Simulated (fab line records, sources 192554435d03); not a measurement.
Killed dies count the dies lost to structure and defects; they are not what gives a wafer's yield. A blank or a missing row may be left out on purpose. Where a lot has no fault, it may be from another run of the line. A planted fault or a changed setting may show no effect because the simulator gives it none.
fab line records | flow n5Finfet
[record] lots = 7 wafers = 39
route steps=1938 shown STI_FIN_REVEAL@190 SD_EPI_N@273 MOL_CONTACT_COAG@559 BEOL_M2@841 BEOL_M3@974 BEOL_M5@1112 BEOL_M7@1322
startH: hours from the record's opening day to when the first of the lot's shown wafers began | waitH: hours since the lot's step before | " as in the row above | L1.1+2: several wafers, shown together as one row | - no value present, or no start provided | * or withheld: withheld | < > ~ a bound
route shown NAME@n: a module of which the file shows steps, and the number in the route of the first | usual: the fault-free wafers' mean and standard deviation | same: alike in all rows | chamber/n: place in a boat | sites: each site's reading | _std_site: their standard deviation | _edge_site: inner sites' mean taken away from outer sites' mean | radiusMm: how far each site lies from the wafer's centre | mask NAME#n: copy n | behind: the tool/chamber that last shaped the wafer | hold: what put the lot on hold/how long, in hours/how the hold closed | device: whichever transistor did not switch (one of n, p or np) | end of line: the route-end tests of the same wafers | a step without rows: its recipe alone | killed: not the wafer's yield, but the dies lost to structure and defects at the first sort | map: a wafer's dies, marking killed ones x, the rest . and places with no die _
set.NAME: the setting that was run; set.NAME@STEP: the one run at that earlier step | model.NAME: the simulator's own value behind a step, which no gauge read
lots with deliberately changed settings; one table per step, one row per wafer
[[steps]]
[step N5_STI_FIN_REVEAL_ETCHBACK_08]
[recipe] chemistry = C4F6/O2 target = SiO2 targetDepthA = 305 timeS = 10.167 ionEnergyEv = 250 pressureMtorr = 30 sourceW = 345 biasW = 185 Ar_flow_sccm = 300 C4F6_flow_sccm = 10 O2_flow_sccm = 10
// columns lot.wafer tool chamber startH waitH set.targetDepthA
L076.1+4+6 rieDiel-01 2,0,2 46.75 0.2 305
L076.2+3+5 " 3,1,3 " " 480.8
L081.1+2+3 rieDiel-01 1,3,0 79.83 0.2 305
L081.4+5+6 " 2,1,0 " " 186.1
L082.1+2+3+4+5+6 rieDiel-01 0,3,1,2,1,2 85.85 0.2 305
L085.1+3+6 rieDiel-06 3,2,1 100.27 0.2 236.5
L085.2+4+5 " 0,1,0 " " 305
L091.3+5+6 rieDiel-06 3,3,2 138.16 0.1 305
L094.1+3+6 rieDiel-03 1,2,0 155.18 0.2 305
L094.2+4+5 " 0,2,1 " " 237.2
L095.1+3+6 rieDiel-03 0,1,2 160.69 0.2 196.1
L095.2+4+5 " 2,0,1 " " 305
[step N5_STI_FIN_REVEAL_STRIP_24]
[recipe] chemistry = N2/H2 timeS = 90 powerW = 100 tempC = 40 pressureMtorr = 100 rfFrequencyHz = 6e+07 biasPowerW = 3 n2FlowSccm = 300 h2FlowSccm = 300
[step N5_STI_FIN_REVEAL_PRECLEAN_25]
[recipe] chemistry = SPM timeS = 90 tempC = 120 mix = 4:1
[step N5_STI_FIN_REVEAL_SRD_23]
[recipe] dry = ipaMarangoni timeS = 30 tempC = 23 rinseLiquid = diw
[step N5_STI_FIN_REVEAL_FIN_H_MEAS_10]
[usual] trenchDepthNm = 52.1/0.65
// columns lot.wafer tool chamber startH waitH set.targetDepthA@STI_FIN_REVEAL_ETCHBACK_08 trenchDepthNm
L076.1 ocd-02 - 49.72 0.0 305 51.2
L076.2 " - " " 480.8 69.4
L076.3 " - " " 480.8 69.8
L076.4 " - " " 305 50.6
L076.5 " - " " 480.8 69.9
L076.6 " - " " 305 51.5
L081.1 ocd-02 - 83.33 0.0 305 52.8
L081.2 " - " " 305 52.7
L081.3 " - " " 305 51.0
L081.4 " - " " 186.1 40.1
L081.5 " - " " 186.1 41.0
L081.6 " - " " 186.1 39.9
L082.1 ocd-02 - 88.82 0.0 305 51.2
L082.2 " - " " 305 51.8
L082.3 " - " " 305 51.7
L082.4 " - " " 305 51.8
L082.5 " - " " 305 51.4
L082.6 " - " " 305 51.7
L085.1 ocd-01 - 103.21 0.0 236.5 45.7
L085.2 " - " " 305 51.3
L085.3 " - " " 236.5 44.9
L085.4 " - " " 305 52.2
L085.5 " - " " 305 51.7
L085.6 " - " " 236.5 45.2
L091.3 ocd-01 - 141.16 0.0 305 52.9
L091.5 " - " " 305 52.4
L091.6 " - " " 305 52.2
L094.1 ocd-02 - 158.38 0.0 305 53.2
L094.2 " - " " 237.2 46.3
L094.3 " - " " 305 51.1
L094.4 " - " " 237.2 45.1
L094.5 " - " " 237.2 45.9
L094.6 " - " " 305 52.7
L095.1 ocd-01 - 163.70 0.0 196.1 41.6
L095.2 " - " " 305 51.6
L095.3 " - " " 196.1 41.9
L095.4 " - " " 305 52.8
L095.5 " - " " 305 53.2
L095.6 " - " " 196.1 40.7
[step N5_SD_EPI_N_DESCUM_14]
[recipe] chemistry = O2 timeS = 7.9 sourcePowerW = 50 biasPowerW = 20 pressureMtorr = 20 rfFrequencyHz = 2.712e+07 tempC = 40 resist = CAR-ArF-block o2FlowSccm = 225
// columns lot.wafer tool chamber startH waitH set.timeS model.CAR-ArF-block_of_SD_EPI_N_COAT_03.thkNm
L076.1+2 rieDiel-03 3,2 61.50 0.3 10.84 141
L076.3 " 0 " " 10.84 141.2
L076.4+6 " 2,0 " " 7.9 143.4
L076.5 " 3 " " 7.9 143
L081.1+3 rieDiel-06 1,0 94.70 0.3 7.9 143.4
L081.2 " 3 " " 3.334 146.6
L081.4 " 2 " " 3.334 146.8
L081.5 " 2 " " 7.9 143.6
L081.6 " 3 " " 3.334 146.2
L082.1 rieDiel-01 2 100.74 0.0 9.729 142.6
L082.2 " 0 " " 9.729 142.8
L082.3+5 " 1 " " 7.9 144
L082.4 " 3 " " 7.9 143.8
L082.6 " 0 " " 9.729 143.2
L085.1+3 rieDiel-06 3,2 114.39 0.0 6.443 145
L085.2 " 0 " " 6.443 144.6
L085.4+6 " 1,0 " " 7.9 144
L085.5 " 3 " " 7.9 143.8
L091.3 rieDiel-01 0 154.58 0.0 7.9 143.2
L091.5 " 1 " " 7.9 143.6
L091.6 " 2 " " 7.9 143
L094.1+3 rieDiel-01 2,3 169.62 0.3 4.542 145
L094.2 " 1 " " 4.542 145.6
L094.4 " 2 " " 7.9 143
L094.5 " 3 " " 7.9 142.8
L094.6 " 1 " " 7.9 143.4
L095.1 rieDiel-03 3 175.83 0.0 7.9 143.2
L095.2+6 " 0,3 " " 7.9 143.4
L095.3 " 2 " " 11.39 141
L095.4 " 1 " " 11.39 140.8
L095.5 " 2 " " 11.39 141.4
[step N5_MOL_CONTACT_COAG_ALD_27]
[recipe] material = SiOC targetThkA = 170 tempC = 400 aldPrecursorFamily = carbosiloxane aldCoReactant = H2-plasma pulseTimeS = 1.5 timeS = 2720 purgeTimeS = 2 coReactantPurgeTimeS = 2 aldCycles = 340 pressureTorr = 2
// columns lot.wafer tool chamber startH waitH set.aldCycles model.SiOC_of_MOL_CONTACT_COAG_ALD_27.thkNm
L076.1 aldSin-02 1 111.19 0.0 340 16.8
L076.2+3+6 " 2,3,3 " " 392 19.6
L076.4+5 " 0 " " 340 17
L081.1+2+3+6 aldSin-04 3,1,2,0 143.55 0.5 340 17
L081.4 " 0 " " 340 16.8
L081.5 " 1 " " 340 17.2
L082.1+4 aldSin-04 1,0 147.76 1.0 206 10.2
L082.2 " 2 " " 206 10.4
L082.3+5 " 3 " " 340 17
L082.6 " 0 " " 340 16.8
L085.1+2 aldSin-02 3,0 162.62 0.0 340 17.2
L085.3+4+5+6 " 2,1,2,3 " " 340 17
L091.3+5+6 aldSin-01 1,1,2 200.44 0.0 340 17
L094.1 aldSin-02 3 215.87 0.0 340 16.8
L094.2+6 " 1,3 " " 522 26.2
L094.3+4 " 0,2 " " 340 17
L094.5 " 0 " " 522 26
L095.1+2+3+5+6 aldSin-01 3,0,2,2,1 220.82 0.0 340 17
L095.4 " 1 " " 340 16.8
[step N5_BEOL_M2_ILD_DEP_00]
[recipe] material = SiOC targetThkA = 790 tempC = 350 precursor = DEMS/O2 pressureTorr = 5 rfW = 500 timeS = 15.3
// columns lot.wafer tool chamber startH waitH set.targetThkA model.SiOC_of_BEOL_M2_ILD_DEP_00.thkNm
L076.1 pecvd-03 2 142.11 0.0 790 76.2
L076.2 " 1 " " 790 78.8
L076.3 " 0 " " 790 78
L076.4 " 1 " " 790 79.4
L076.5 " 0 " " 790 79.2
L076.6 " 2 " " 790 77.8
L081.1 pecvd-01 0 184.49 0.0 790 77.2
L081.2 " 2 " " 790 77.4
L081.3 " 1 " " 790 78.8
L081.4 " 1 " " 790 79.2
L081.5 " 0 " " 790 79.8
L081.6 " 2 " " 790 78.6
L082.1+3 pecvd-01 1,0 184.71 0.0 790 78.6
L082.2 " 2 " " 790 78
L082.4 " 0 " " 790 79.8
L082.5 " 1 " " 790 79.6
L082.6 " 2 " " 790 79.4
L085.1 pecvd-03 0 204.28 0.0 359.5 35.6
L085.2 " 1 " " 790 76.4
L085.3 " 2 " " 790 75.8
L085.4 " 0 " " 790 78.8
L085.5 " 2 " " 359.5 34
L085.6 " 1 " " 359.5 34.8
L091.3 pecvd-01 0 235.42 0.0 790 79.4
L091.5 " 1 " " 790 80.2
L091.6 " 0 " " 790 80.4
L094.1+6 pecvd-02 1,0 246.47 0.0 483.2 49.2
L094.2 " 0 " " 790 79.6
L094.3 " 2 " " 790 80.2
L094.4 " 2 " " 483.2 50.4
L094.5 " 1 " " 790 81
L095.1 pecvd-03 2 256.72 0.0 790 77
L095.2 " 0 " " 790 78.2
L095.3 " 1 " " 938 92.4
L095.4 " 1 " " 790 78.4
L095.5 " 2 " " 938 93
L095.6 " 0 " " 938 94.4
[step N5_BEOL_M2_THK_MEAS_01]
[recipe] reads = SiOC_of_BEOL_M2_ILD_DEP_00
[usual] M2_ILD_THK = 78.6/1.1
// columns lot.wafer tool chamber startH waitH set.targetThkA@BEOL_M2_ILD_DEP_00 M2_ILD_THK[nm]
L076.1 filmMetro-01 - 142.18 0.0 790 76.2
L076.2 " - " " 790 78.8
L076.3 " - " " 790 77.9
L076.4 " - " " 790 79.3
L076.5 " - " " 790 79.1
L076.6 " - " " 790 77.8
L081.1 filmMetro-02 - 184.55 0.0 790 77.2
L081.2 " - " " 790 77.5
L081.3 " - " " 790 78.7
L081.4 " - " " 790 79.3
L081.5 " - " " 790 79.7
L081.6 " - " " 790 78.4
L082.1 filmMetro-02 - 184.96 0.2 790 78.6
L082.2 " - " " 790 77.9
L082.3 " - " " 790 78.7
L082.4 " - " " 790 79.7
L082.5 " - " " 790 79.5
L082.6 " - " " 790 79.4
L085.1 filmMetro-01 - 204.35 0.0 359.5 35.6
L085.2 " - " " 790 76.5
L085.3 " - " " 790 75.7
L085.4 " - " " 790 78.9
L085.5 " - " " 359.5 34.0
L085.6 " - " " 359.5 34.9
L091.3 filmMetro-02 - 235.49 0.1 790 79.4
L091.5 " - " " 790 80.3
L091.6 " - " " 790 80.3
L094.1 filmMetro-02 - 246.54 0.0 483.2 49.3
L094.2 " - " " 790 79.5
L094.3 " - " " 790 80.1
L094.4 " - " " 483.2 50.5
L094.5 " - " " 790 80.8
L094.6 " - " " 483.2 49.2
L095.1 filmMetro-01 - 256.78 0.0 790 76.9
L095.2 " - " " 790 78.3
L095.3 " - " " 938 92.4
L095.4 " - " " 790 78.4
L095.5 " - " " 938 92.9
L095.6 " - " " 938 94.4
[step N5_BEOL_M3_ETCH_70]
[recipe] chemistry = N2/H2 target = SOC targetDepthA = 800 overetchA = 160 maskMaterial = SiARC tempC = 40 timeS = 120 ionEnergyEv = 200 pressureMtorr = 30 sourceW = 840 biasW = 150 n2FlowSccm = 200 h2FlowSccm = 200
// columns lot.wafer tool chamber startH waitH set.timeS model.SiARC_of_BEOL_M3_COAT_68.thkNm
L076.1+3 rieDiel-02 1,2 153.79 0.0 162.3 4.8
L076.2+6 " 0 " " 120 6.2
L076.4 " 3 " " 120 6.6
L076.5 " 1 " " 162.3 4.6
L082.1+5 rieDiel-04 2 195.73 0.0 86.26 8
L082.2+4 " 1 " " 120 6.6
L082.3 " 3 " " 120 6.8
L082.6 " 3 " " 86.26 8.2
L081.1 rieDiel-05 0 196.04 0.0 87.27 7.8
L081.2+3+5 " 1,3,0 " " 120 6.4
L081.4+6 " 2,1 " " 87.27 8
L085.1+2+3+6 rieDiel-02 3,2,1,3 219.77 0.0 120 6.6
L085.4 " 0 " " 120 6
L085.5 " 2 " " 120 6.8
L091.3+5+6 rieDiel-04 0,0,1 259.90 0.0 120 6.4
L095.1+5 rieDiel-02 2 268.85 0.0 146.3 5.6
L095.2 " 3 " " 146.3 5.4
L095.3+6 " 1,3 " " 120 6.6
L095.4 " 0 " " 120 6.2
L094.1+5 rieDiel-04 3 275.43 0.0 59.28 9.4
L094.2+3+4 " 0,1,1 " " 120 6.4
L094.6 " 0 " " 59.28 9.2
[step N5_BEOL_M5_ILD_DEP_00]
[recipe] material = SiCOH_lowk targetThkA = 1406.4 tempC = 300 precursor = DEMS/porogen pressureTorr = 5 rfW = 500 timeS = 25.9
// columns lot.wafer tool chamber startH waitH set.targetThkA model.SiCOH_lowk_of_BEOL_M5_ILD_DEP_00.thkNm
L076.1+5 pecvd-02 1 170.26 0.8 1049 105
L076.2 " 2 " " 1049 102.6
L076.3 " 0 " " 1406.4 138.6
L076.4 " 2 " " 1406.4 140.4
L076.6 " 0 " " 1406.4 141.8
L082.1+3 pecvd-04 1,2 208.84 0.8 1962 193
L082.2 " 0 " " 1406.4 139.8
L082.4 " 1 " " 1406.4 140.4
L082.5 " 2 " " 1406.4 141.8
L082.6 " 0 " " 1962 197.6
L081.1 pecvd-04 0 210.45 0.8 1406.4 139.8
L081.2+3 " 1,2 " " 1406.4 140
L081.4 " 2 " " 1406.4 141
L081.5 " 1 " " 1406.4 140.2
L081.6 " 0 " " 1406.4 139.2
L085.1 pecvd-04 1 237.09 0.8 701.4 70.2
L085.2 " 2 " " 1406.4 139.6
L085.3 " 0 " " 701.4 70.8
L085.4 " 2 " " 1406.4 141
L085.5 " 0 " " 701.4 70.6
L085.6 " 1 " " 1406.4 142
L091.3 pecvd-02 1 275.11 0.5 1406.4 138.6
L091.5 " 0 " " 1406.4 142.4
L091.6 " 2 " " 1406.4 143.6
L095.1 pecvd-01 1 297.58 0.8 1406.4 138.4
L095.2 " 2 " " 1406.4 140.4
L095.3+4 " 0 " " 1406.4 140.6
L095.5 " 2 " " 1406.4 143.6
L095.6 " 1 " " 1406.4 140.8
L094.1 pecvd-02 2 301.75 0.8 1139 113.6
L094.2 " 0 " " 1406.4 136.8
L094.3 " 1 " " 1139 111.6
L094.4 " 1 " " 1406.4 141.2
L094.5 " 0 " " 1406.4 142
L094.6 " 2 " " 1139 115
[step N5_BEOL_M5_CURE_79]
[recipe] tempC = 385 timeS = 240 ambient = He/Ar material = SiCOH_lowk
// columns lot.wafer tool chamber startH waitH set.targetThkA@BEOL_M5_ILD_DEP_00 model.SiCOH_lowk_of_BEOL_M5_ILD_DEP_00.thkNm
L076.1 uvCure-02 1 170.32 0.0 1049 90.2
L076.2 " 1 " " 1049 88
L076.3 " 1 " " 1406.4 119.2
L076.4 " 1 " " 1406.4 120.8
L076.5 " 1 " " 1049 90
L076.6 " 1 " " 1406.4 122
L082.1+3 uvCure-03 0 208.90 0.0 1962 166.6
L082.2 " 0 " " 1406.4 120.2
L082.4 " 0 " " 1406.4 120.8
L082.5 " 0 " " 1406.4 122
L082.6 " 0 " " 1962 170.6
L081.1 uvCure-02 2 210.51 0.0 1406.4 120.2
L081.2 " 2 " " 1406.4 120.4
L081.3+5 " 2 " " 1406.4 120.6
L081.4 " 2 " " 1406.4 121.2
L081.6 " 2 " " 1406.4 119.8
L085.1 uvCure-03 1 237.15 0.0 701.4 60
L085.2 " 1 " " 1406.4 120
L085.3 " 1 " " 701.4 60.6
L085.4 " 1 " " 1406.4 121.2
L085.5 " 1 " " 701.4 60.4
L085.6 " 1 " " 1406.4 122.2
L091.3 uvCure-03 0 275.33 0.2 1406.4 119.2
L091.5 " 0 " " 1406.4 122.6
L091.6 " 0 " " 1406.4 123.6
L095.1 uvCure-03 2 297.64 0.0 1406.4 119
L095.2+4 " 2 " " 1406.4 120.8
L095.3 " 2 " " 1406.4 121
L095.5 " 2 " " 1406.4 123.6
L095.6 " 2 " " 1406.4 121.2
L094.1 uvCure-01 2 301.81 0.0 1139 97.6
L094.2 " 2 " " 1406.4 117.6
L094.3 " 2 " " 1139 95.8
L094.4 " 2 " " 1406.4 121.6
L094.5 " 2 " " 1406.4 122.2
L094.6 " 2 " " 1139 98.8
[step N5_BEOL_M5_THK_MEAS_01]
[recipe] reads = SiCOH_lowk_of_BEOL_M5_ILD_DEP_00
[usual] M5_ILD_THK = 120.9/1.6
// columns lot.wafer tool chamber startH waitH set.targetThkA@BEOL_M5_ILD_DEP_00 M5_ILD_THK[nm]
L076.1 filmMetro-02 - 171.32 0.8 1049 90.1
L076.2 " - " " 1049 88.0
L076.3 " - " " 1406.4 119.1
L076.4 " - " " 1406.4 121.0
L076.5 " - " " 1049 90.1
L076.6 " - " " 1406.4 122.0
L082.1 filmMetro-02 - 209.89 0.8 1962 166.7
L082.2 " - " " 1406.4 120.2
L082.3 " - " " 1962 166.4
L082.4 " - " " 1406.4 120.9
L082.5 " - " " 1406.4 122.1
L082.6 " - " " 1962 170.6
L081.1 filmMetro-02 - 211.03 0.4 1406.4 120.4
L081.2 " - " " 1406.4 120.5
L081.3 " - " " 1406.4 120.5
L081.4 " - " " 1406.4 121.2
L081.5 " - " " 1406.4 120.5
L081.6 " - " " 1406.4 119.8
L085.1 filmMetro-01 - 237.66 0.4 701.4 60.1
L085.2 " - " " 1406.4 120.0
L085.3 " - " " 701.4 60.7
L085.4 " - " " 1406.4 121.2
L085.5 " - " " 701.4 60.5
L085.6 " - " " 1406.4 122.1
L091.3 filmMetro-02 - 275.68 0.3 1406.4 119.2
L091.5 " - " " 1406.4 122.6
L091.6 " - " " 1406.4 123.5
L095.1 filmMetro-02 - 298.15 0.4 1406.4 119.1
L095.2 " - " " 1406.4 120.8
L095.3 " - " " 1406.4 120.9
L095.4 " - " " 1406.4 120.8
L095.5 " - " " 1406.4 123.6
L095.6 " - " " 1406.4 121.1
L094.1 filmMetro-02 - 302.32 0.4 1139 97.5
L094.2 " - " " 1406.4 117.6
L094.3 " - " " 1139 95.8
L094.4 " - " " 1406.4 121.5
L094.5 " - " " 1406.4 122.2
L094.6 " - " " 1139 98.7
[step N5_BEOL_M7_CVD_78]
[recipe] material = Co targetThkA = 20 tempC = withheld precursor = CCTBA/H2 pressureTorr = 30 timeS = 142.3
// columns lot.wafer tool chamber startH waitH set.targetThkA model.Co_of_BEOL_M7_CVD_78.thkNm
L076.1+3+6 cvdCo-01 1,2,1 194.09 0.1 20 2.2
L076.2+4 " 0 " " 20 2
L076.5 " 2 " " 20 2.4
L081.1+3+4 cvdCo-02 1,0,1 237.05 0.2 20 2
L081.2+6 " 2 " " 15.15 1.6
L081.5 " 0 " " 15.15 1.4
L082.1 cvdCo-01 0 238.59 0.1 27.31 2.6
L082.2+5 " 1,2 " " 27.31 2.8
L082.3+4+6 " 2,0,1 " " 20 2
L085.1+6 cvdCo-01 2 266.67 0.1 20 2.2
L085.2+4 " 1 " " 15.61 1.8
L085.3 " 0 " " 20 2
L085.5 " 0 " " 15.61 1.6
L091.3+5 cvdCo-01 0 299.70 0.0 20 1.8
L091.6 " 1 " " 20 2
L095.1+2 cvdCo-01 1,0 327.79 0.0 20 2
L095.3 " 2 " " 20 2.2
L095.4 " 2 " " 28.87 3.2
L095.5 " 0 " " 28.87 2.8
L095.6 " 1 " " 28.87 3
L094.1+6 cvdCo-01 1 328.22 0.0 20 2
L094.2 " 0 " " 20 1.8
L094.3 " 2 " " 31.2 3.2
L094.4 " 2 " " 31.2 3.4
L094.5 " 0 " " 31.2 3
[[key]]
[split] step = N5_STI_FIN_REVEAL_ETCHBACK_08 setting = targetDepthA stated = 305 by = wafer
[response] step = N5_STI_FIN_REVEAL_FIN_H_MEAS_10 reading = trenchDepthNm change = +0.312 per = 1% r = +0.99
[split] step = N5_SD_EPI_N_DESCUM_14 setting = timeS stated = 7.9 by = wafer
[response] step = N5_SD_EPI_N_DESCUM_14 reading = model.CAR-ArF-block_of_SD_EPI_N_COAT_03.thkNm change = -0.0525 per = 1% r = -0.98
[split] step = N5_MOL_CONTACT_COAG_ALD_27 setting = aldCycles stated = 340 by = wafer
[response] step = N5_MOL_CONTACT_COAG_ALD_27 reading = model.SiOC_of_MOL_CONTACT_COAG_ALD_27.thkNm change = +0.171 per = 1% r = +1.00
[split] step = N5_BEOL_M2_ILD_DEP_00 setting = targetThkA stated = 790 by = wafer
[response] step = N5_BEOL_M2_ILD_DEP_00 reading = model.SiOC_of_BEOL_M2_ILD_DEP_00.thkNm change = +0.783 per = 1% r = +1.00
[response] step = N5_BEOL_M2_THK_MEAS_01 reading = M2_ILD_THK change = +0.781 per = 1% r = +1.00
[split] step = N5_BEOL_M3_ETCH_70 setting = timeS stated = 120 by = wafer
[response] step = N5_BEOL_M3_ETCH_70 reading = model.SiARC_of_BEOL_M3_COAT_68.thkNm change = -0.0527 per = 1% r = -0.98
[split] step = N5_BEOL_M5_ILD_DEP_00 setting = targetThkA stated = 1406.4 by = wafer
[response] step = N5_BEOL_M5_ILD_DEP_00 reading = model.SiCOH_lowk_of_BEOL_M5_ILD_DEP_00.thkNm change = +1.39 per = 1% r = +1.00
[response] step = N5_BEOL_M5_CURE_79 reading = model.SiCOH_lowk_of_BEOL_M5_ILD_DEP_00.thkNm change = +1.21 per = 1% r = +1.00
[response] step = N5_BEOL_M5_THK_MEAS_01 reading = M5_ILD_THK change = +1.21 per = 1% r = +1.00
[split] step = N5_BEOL_M7_CVD_78 setting = targetThkA stated = 20 by = wafer
[response] step = N5_BEOL_M7_CVD_78 reading = model.Co_of_BEOL_M7_CVD_78.thkNm change = +0.0212 per = 1% r = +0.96
